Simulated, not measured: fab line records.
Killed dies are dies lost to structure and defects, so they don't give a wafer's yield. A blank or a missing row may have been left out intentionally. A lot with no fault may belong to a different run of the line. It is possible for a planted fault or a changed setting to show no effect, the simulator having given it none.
A lot that was struck, set against a sound lot / flow nand harc / 13 steps out of a route of 1302
Sound: the wafers L122.3, L122.4, L122.6. Struck: wafers L141.1, L141.5. (L141.4 of the same lot was not struck and is left out.) The cause comes at the end.
Each step with rows lists, per side, the tool, then ch with its chambers, then its first start. Under that, the readings that differ: sound wafers / struck wafers / difference of the means / sigmas: that difference in standard deviations of wafers without a fault.
alike: readings with means less than 2 such deviations apart, plus words and numbers identical on both sides. not compared: withheld readings, readings lacking a value on some wafer, bounds such as >300 that could conceal the same value, and numbers that have no deviation in the record and whose values overlap.
The two part at a step that has a row with sigmas, a row that says differs or no value, or rows on one side only. Numbers that have no deviation but don't overlap get no sigmas and don't part them. A reading that every wafer of one side lacks parts them only if that side has two wafers or more.

first, 4 steps without rows for these wafers: NHARC_A_WL_FILL_STRIP_28 (strips in post etch residue remover, time 1200 s); NHARC_A_WL_FILL_PRECLEAN_06 (cleans in DIW, time 300 s); NHARC_A_WL_FILL_SRD_07; NHARC_A_WL_FILL_ANNEAL_08 (time 1800 s).
NHARC_A_WL_FILL_ALD_10: deposits SiO2, target thk 50 nm, pulse time 10 s, ald cycles 500.
  sound on ald hk-03 ch 0,1, day 21 07:27; struck on ald hk-04 ch 1,2, day 29 03:31
  alike: heater power w, precursor pulse height rel
NHARC_A_WL_FILL_ETCHBACK_16: etches the open film in C4F8/O2/Ar, target depth 120 nm, time 24 s.
  sound: rie diel-02 ch 0,2,3; struck: rie diel-13 ch 2,3
reading=oes product au (a.u.); sound=1.00 1.01 1.00; struck=0.93 0.94; difference=-0.07; sigmas=-2
  alike: rf vpp V
  not compared: rf hours counter h
NHARC_A_WL_FILL_STRIP_29: strips in O2, time 20 s.
  sound on rie diel-02 ch 0,2, day 21 12:10; struck on rie diel-13 ch 2, day 29 08:13
reading=throttle valve pct (%); sound=17.048 17.054 17.046; struck=17.032 17.024; difference=-0.021; sigmas=-2
  alike: drypump motor current A, oes product au, rf vpp V, showerhead plenum p Torr
  not compared: rf hours counter h
NHARC_A_WL_FILL_ETCHBACK_17: etches the open film in Cl2/BCl3, target depth 4 nm, time 26.7 s.
  sound on rie metal-01 ch 0,1, day 21 12:17; struck on rie metal-03 ch 0,1, day 29 08:18
reading=drypump motor current A (A); sound=5.8 6.4 5.9; struck=4.7 5.1; difference=-1.1; sigmas=-2
  alike: oes product au
  not compared: rf hours counter h
then, 3 steps without rows for these wafers: NHARC_A_WL_FILL_PRECLEAN_18 (cleans in dHF, time 30 s); NHARC_A_WL_FILL_SRD_21; NHARC_A_WL_FILL_CVD_23 (deposits poly-Si, target thk 40 nm, time 800 s).
NHARC_A_WL_FILL_ETCHBACK_26: etches the open film in HBr, target depth 52 nm, time 13.3 s.
  sound on rie si-01 ch 0,2,3, day 21 17:23; struck on rie si-02 ch 0, day 29 13:28
reading=oes product au (a.u.); sound=0.995 0.998 0.989; struck=0.778 0.778; difference=-0.216; sigmas=-24
  alike: drypump motor current A, throttle valve pct
  not compared: rf hours counter h
then, 1 step without rows for these wafers: NHARC_A_WL_FILL_PRECLEAN_30 (cleans in dHF, time 10 s).

## WHERE THEY PART
At NHARC_A_WL_FILL_ETCHBACK_16 first; at NHARC_A_WL_FILL_ETCHBACK_26 last (within this record only).

WHY: what the simulator had put in
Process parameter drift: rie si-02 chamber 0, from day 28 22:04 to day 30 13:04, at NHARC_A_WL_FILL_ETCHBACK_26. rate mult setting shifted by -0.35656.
